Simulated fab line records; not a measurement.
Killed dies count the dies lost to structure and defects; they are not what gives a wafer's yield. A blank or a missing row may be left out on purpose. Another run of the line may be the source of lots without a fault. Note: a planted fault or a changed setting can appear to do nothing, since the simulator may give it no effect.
Chamber matching | flow n5Finfet | N5_GATE_CUT_STRIP_42 on rieDiel-02 has 4 sister chambers
The step strips in O2. 4 wafers are shown with their chamber, then 12 later ones without.

WAFERS PAIRED WITH THEIR CHAMBERS
wafer  | chamber | drypumpMotorCurrentA (A)
L086.1 | 2       | 4.9
L091.4 | 3       | 5.9
L091.5 | 0       | 5.7
L091.6 | 1       | 6.2

WAFERS WITH NO CHAMBER GIVEN
wafer  | drypumpMotorCurrentA (A)
L095.2 | 5.7
L095.3 | 6.1
L095.5 | 5.9
L096.2 | 6.2
L096.4 | 5.9
L096.6 | 5.7
L097.1 | 5.9
L097.2 | 5.7
L097.3 | 6.1
L097.4 | 5.0
L097.5 | 5.9
L097.6 | 5.7

THE CHAMBER EACH PASSED THROUGH
wafer  | from the rows above     | in truth
L095.2 | 0                       | 0
L095.3 | can't be placed: 1 or 3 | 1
L095.5 | 3                       | 3
L096.2 | 1                       | 1
L096.4 | 3                       | 3
L096.6 | 0                       | 0
L097.1 | 3                       | 3
L097.2 | 0                       | 0
L097.3 | can't be placed: 1 or 3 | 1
L097.4 | 2                       | 2
L097.5 | 3                       | 3
L097.6 | 0                       | 0
Correct placement for 10 of the 12. These rows do not allow placing 2 (true chamber among the candidates in 2). Placed wrongly: 0.
How it was worked out, from the rows above alone: a wafer's distance from a chamber is the root of the sum, over the readings, of the square of ((its reading less the chamber's mean) divided by the reading's scatter). If the next closest chamber is less than 2 further off than the closest, the wafer can't be placed; otherwise it belongs to the closest. For every chamber, the mean is computed from those of its wafers that are shown. The scatter: with one shown wafer a chamber, the root of the mean of the squares of how far each hidden wafer lies from its nearest shown one.
